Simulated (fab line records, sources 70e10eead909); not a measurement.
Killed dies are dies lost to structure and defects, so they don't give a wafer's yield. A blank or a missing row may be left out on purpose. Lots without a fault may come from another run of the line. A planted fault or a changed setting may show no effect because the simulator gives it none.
Which tool did it? | flow nand_harc | 11 lots, 33 wafers sampled, at 7 steps of a route of 1302

WHAT THE GAUGES READ, wafer by wafer
NHARC_P_M1_INSPECT_27. Usual: raw_defect_count 327, standard deviation 140.
lot  | measured     | on                | raw_defect_count | flag
L325 | day 6 11:42  | defect_inspect-01 | 230 419 243      |
L327 | day 7 01:32  | defect_inspect-01 | 533 583 659      |
L329 | day 8 02:33  | defect_inspect-02 | 187 381 323      |
L330 | day 8 06:29  | defect_inspect-02 | 729 202 260      |
L333 | day 9 17:31  | defect_inspect-02 | 274 246 139      |
L334 | day 10 03:39 | defect_inspect-01 | 373 528 245      |
L335 | day 10 17:38 | defect_inspect-01 | 285 250 363      |
L339 | day 12 11:47 | defect_inspect-01 | 237 290 234      |
L338 | day 12 14:09 | defect_inspect-02 | 121 191 258      |
L346 | day 14 22:26 | defect_inspect-01 | 997 260 923      |
L348 | day 15 17:36 | defect_inspect-01 | 122 998 257      |

NHARC_P_M2_INSPECT_11. Usual: raw_defect_count 4.3, standard deviation 2.2.
lot  | measured     | on                | raw_defect_count | flag
L325 | day 6 13:13  | defect_inspect-02 | 9 6 9            |
L327 | day 7 02:56  | defect_inspect-01 | 4 4 7            |
L329 | day 8 04:00  | defect_inspect-01 | 1 3 2            |
L330 | day 8 07:59  | defect_inspect-02 | 3 4 4            |
L333 | day 9 19:02  | defect_inspect-01 | 4 1 3            |
L334 | day 10 05:10 | defect_inspect-01 | 1 3 3            |
L335 | day 10 19:08 | defect_inspect-02 | 2 6 9            |
L339 | day 12 13:18 | defect_inspect-02 | 3 6 4            |
L338 | day 12 15:31 | defect_inspect-02 | 6 7 3            |
L346 | day 14 23:58 | defect_inspect-02 | 711 4 708        | OFF
L348 | day 15 19:07 | defect_inspect-02 | 6 707 3          | OFF

NHARC_END_SORT_01. Usual: defect_limited_yield 92.7 %, standard deviation 2.6; killed_at_array 45, standard deviation 18; killed_at_other 0.9, standard deviation 1.3; killed_at_periphery 3.7, standard deviation 2.2; killed_dies 50, standard deviation 18; killed_open 3.2, standard deviation 1.9; killed_short 2.4, standard deviation 1.6; sort_bin_2_pct 2.5 %, standard deviation 1.1; sort_bin_3_pct 0.6 %, standard deviation 0.36; sort_bin_4_pct 4.3 %, standard deviation 1.5; sort_n_pass 627, standard deviation 18; sort_rim_yield_pct 92 %, standard deviation 4.3; sort_yield_pct 92.7 %, standard deviation 2.6.
lot  | measured     | on        | defect_limited_yield (%) | killed_at_array | killed_at_other | killed_at_periphery | killed_dies | killed_open | killed_short | sort_bin_2_pct (%) | sort_bin_3_pct (%) | sort_bin_4_pct (%) | sort_n_pass | sort_rim_yield_pct (%) | sort_yield_pct (%) | flag
L346 | day 33 13:41 | prober-02 | 35.7 98.1 35.3           | 7 10 12         | 0 1 1           | 428 2 425           | 435 13 438  | 2 1 4       | 1 4 0        | 24.4 0.7 25.7      | 4.3 0 4.7          | 35.6 1.2 34.3      | 242 664 239 | 32 97 39               | 35.7 98.1 35.3     | OFF
L348 | day 33 05:45 | prober-02 | 88.6 34.6 88.3           | 72 35 75        | 0 0 0           | 5 408 4             | 77 443 79   | 3 1 3       | 2 0 4        | 4.3 25.6 4.1       | 0.7 6.5 0.9        | 6.4 33.4 6.6       | 600 234 598 | 92 37 89               | 88.6 34.6 88.3     | OFF

WHICH TOOL RAN EACH LOT (tool, then ch and the chambers of the sampled wafers, then the start)
lot  | NHARC_P_M0_PRE_CLEAN_29                 | NHARC_P_M0_PRE_CLEAN_31         | NHARC_P_M1_CMP_23             | NHARC_P_M2_DESCUM_14
L325 | pvd_sputter-03, day 6 07:39 or earlier  | pecvd-02 ch 0,1,2, day 6 07:39  | cmp-04 ch 0,2,3, day 6 11:15  | rie_diel-04 ch 0,2,3, day 6 13:16
L327 | pvd_sputter-01, day 6 21:16 or earlier  | pecvd-04 ch 0,1,2, day 6 21:16  | cmp-04 ch 1,2, day 7 01:04    | rie_diel-11 ch 1,2, day 7 02:59
L329 | pvd_sputter-01, day 7 22:17 or earlier  | pecvd-02 ch 0,1, day 7 22:17    | cmp-02 ch 0,1,2, day 8 02:08  | rie_diel-04 ch 1,2,3, day 8 04:04
L330 | pvd_sputter-01, day 8 02:25 or earlier  | pecvd-02 ch 0,2, day 8 02:25    | cmp-02 ch 0,1, day 8 06:01    | rie_diel-04 ch 1,3, day 8 08:02
L333 | pvd_sputter-01, day 9 13:26 or earlier  | pecvd-04 ch 1,2, day 9 13:26    | cmp-02 ch 1,2, day 9 17:02    | rie_diel-11 ch 1,2,3, day 9 19:07
L334 | pvd_sputter-01, day 9 23:30 or earlier  | pecvd-04 ch 0,1,2, day 9 23:30  | cmp-04 ch 0,1,2, day 10 03:10 | rie_diel-01 ch 0,1,2, day 10 05:14
L335 | pvd_sputter-02, day 10 13:33 or earlier | pecvd-03 ch 0,1,2, day 10 13:33 | cmp-02 ch 1,2, day 10 17:10   | rie_diel-11 ch 0,1,2, day 10 19:12
L339 | pvd_sputter-01, day 12 07:11 or earlier | pecvd-02 ch 0,1,2, day 12 07:11 | cmp-04 ch 0,1,2, day 12 11:20 | rie_diel-01 ch 1,3, day 12 13:22
L338 | pvd_sputter-01, day 12 10:01 or earlier | pecvd-02 ch 0,1,2, day 12 10:01 | cmp-04 ch 0,1,3, day 12 13:41 | rie_diel-04 ch 1,2,3, day 12 15:35
L346 | pvd_sputter-01, day 14 18:16 or earlier | pecvd-03 ch 0,1,2, day 14 18:16 | cmp-04 ch 1,2, day 14 21:58   | rie_diel-11 ch 0,2,3, day 15 00:02
L348 | pvd_sputter-01, day 15 13:38 or earlier | pecvd-04 ch 0,1,2, day 15 13:38 | cmp-04 ch 1,2,3, day 15 17:08 | rie_diel-01 ch 0,1,3, day 15 19:10
- NHARC_P_M0_PRE_CLEAN_29: time 30 s.
- NHARC_P_M0_PRE_CLEAN_31: time 12 s.
- NHARC_P_M1_CMP_23: polishes, t overpolish 20 s, target thk 157.82 nm.
- NHARC_P_M2_DESCUM_14: chemistry O2, time 3 s.

WHAT THE TOOLS THEMSELVES READ (means of the sampled wafers that have a number; where no wafer has one, the mark that the record gives instead)
NHARC_P_M0_PRE_CLEAN_29. Usual: heater_power_w 416 W, standard deviation 51.
lot  | tool           | heater_power_w (W) | flag
L325 | pvd_sputter-03 | 385                |
L327 | pvd_sputter-01 | 457                |
L329 | pvd_sputter-01 | 420                |
L330 | pvd_sputter-01 | 380                |
L333 | pvd_sputter-01 | 409                |
L334 | pvd_sputter-01 | 397                |
L335 | pvd_sputter-02 | 388                |
L339 | pvd_sputter-01 | 439                |
L338 | pvd_sputter-01 | 386                |
L346 | pvd_sputter-01 | 437                |
L348 | pvd_sputter-01 | 400                |

NHARC_P_M0_PRE_CLEAN_31. Usual: heater_power_w 628 W, standard deviation 65.
lot  | tool     | heater_power_w (W) | flag
L325 | pecvd-02 | 597                |
L327 | pecvd-04 | 628                |
L329 | pecvd-02 | 656                |
L330 | pecvd-02 | 582                |
L333 | pecvd-04 | 647                |
L334 | pecvd-04 | 603                |
L335 | pecvd-03 | 635                |
L339 | pecvd-02 | 603                |
L338 | pecvd-02 | 584                |
L346 | pecvd-03 | 686                |
L348 | pecvd-04 | 672                |

NHARC_P_M1_CMP_23. Usual: motor_current_A 12.4 A, standard deviation 1.1; time_to_endpoint_s 27 s, standard deviation 3.6.
lot  | tool   | motor_current_A (A) | time_to_endpoint_s (s) | flag
L325 | cmp-04 | 12.8                | 28                     |
L327 | cmp-04 | 12.4                | 28                     |
L329 | cmp-02 | 11.8                | 24                     |
L330 | cmp-02 | 12.3                | 26                     |
L333 | cmp-02 | 12.2                | 25                     |
L334 | cmp-04 | 11.9                | 28                     |
L335 | cmp-02 | 11.9                | 22                     |
L339 | cmp-04 | 11.5                | 28                     |
L338 | cmp-04 | 12.7                | 26                     |
L346 | cmp-04 | 12.1                | 28                     |
L348 | cmp-04 | 12.5                | 31                     |

NHARC_P_M2_DESCUM_14. Usual: drypump_motor_current_A 5.7 A, standard deviation 0.3; oes_product_au 0.999 a.u., standard deviation 0.012; rf_vpp_V 57.9 V, standard deviation 0.87; showerhead_plenum_p_Torr 1.92 Torr, standard deviation 0.071; throttle_valve_pct 11.311 %, standard deviation 0.0088.
lot  | tool        | drypump_motor_current_A (A) | oes_product_au (a.u.) | rf_vpp_V (V) | showerhead_plenum_p_Torr (Torr) | throttle_valve_pct (%) | flag
L325 | rie_diel-04 | 5.4                         | 1.001                 | 58.1         | 1.95                            | 11.309                 |
L327 | rie_diel-11 | 6.0                         | 0.990                 | 58.2         | 1.90                            | 11.310                 |
L329 | rie_diel-04 | 5.6                         | 0.998                 | 58.2         | 1.95                            | 11.318                 |
L330 | rie_diel-04 | 5.7                         | 1.011                 | 57.6         | 1.99                            | 11.306                 |
L333 | rie_diel-11 | 5.7                         | 1.004                 | 58.1         | 1.94                            | 11.305                 |
L334 | rie_diel-01 | 5.6                         | 1.005                 | 58.1         | 1.95                            | 11.311                 |
L335 | rie_diel-11 | 6.0                         | 0.998                 | 57.4         | 1.88                            | 11.312                 |
L339 | rie_diel-01 | 5.8                         | 0.988                 | 58.0         | 1.96                            | 11.318                 |
L338 | rie_diel-04 | 5.6                         | 0.998                 | 57.9         | 1.94                            | 11.318                 |
L346 | rie_diel-11 | 5.7                         | 0.994                 | 57.9         | 1.93                            | 11.313                 |
L348 | rie_diel-01 | 5.6                         | 1.006                 | 57.4         | 1.90                            | 11.312                 |

THE ANSWER, worked out from the rows above alone
Rule: a lot is off if the mean of its wafers that have a number lies more than 3 standard deviations from the usual mean. A lot without any number at a reading at which 4 lots or more have one is off too. The other lots that the step has rows for count as sound. The gauges are gone through in route order, then the tools' own readings, and for those a lot's mean is taken as printed above. The first step at which some lot is off is used, and at that step the reading that is off furthest; a lot without a number counts as furthest.
Off: L346, L348, at NHARC_P_M2_INSPECT_11 (raw_defect_count).
A tool fits if, at a process step before that reading, it ran every lot that is off, and no sound lot after the first of them. The gauges at NHARC_P_M2_INSPECT_11 aren't tried: what is off there is off at NHARC_END_SORT_01 too, on other tools, and a gauge's error can't cause that. NHARC_P_M0_PRE_CLEAN_29 gives no start for some lots, so the hours and the order of its lots are those of NHARC_P_M0_PRE_CLEAN_31. Can't be told from this: 2 tools fit, pvd_sputter-01 at NHARC_P_M0_PRE_CLEAN_29, cmp-04 at NHARC_P_M1_CMP_23.

WHAT THE SIMULATOR HAD PUT IN
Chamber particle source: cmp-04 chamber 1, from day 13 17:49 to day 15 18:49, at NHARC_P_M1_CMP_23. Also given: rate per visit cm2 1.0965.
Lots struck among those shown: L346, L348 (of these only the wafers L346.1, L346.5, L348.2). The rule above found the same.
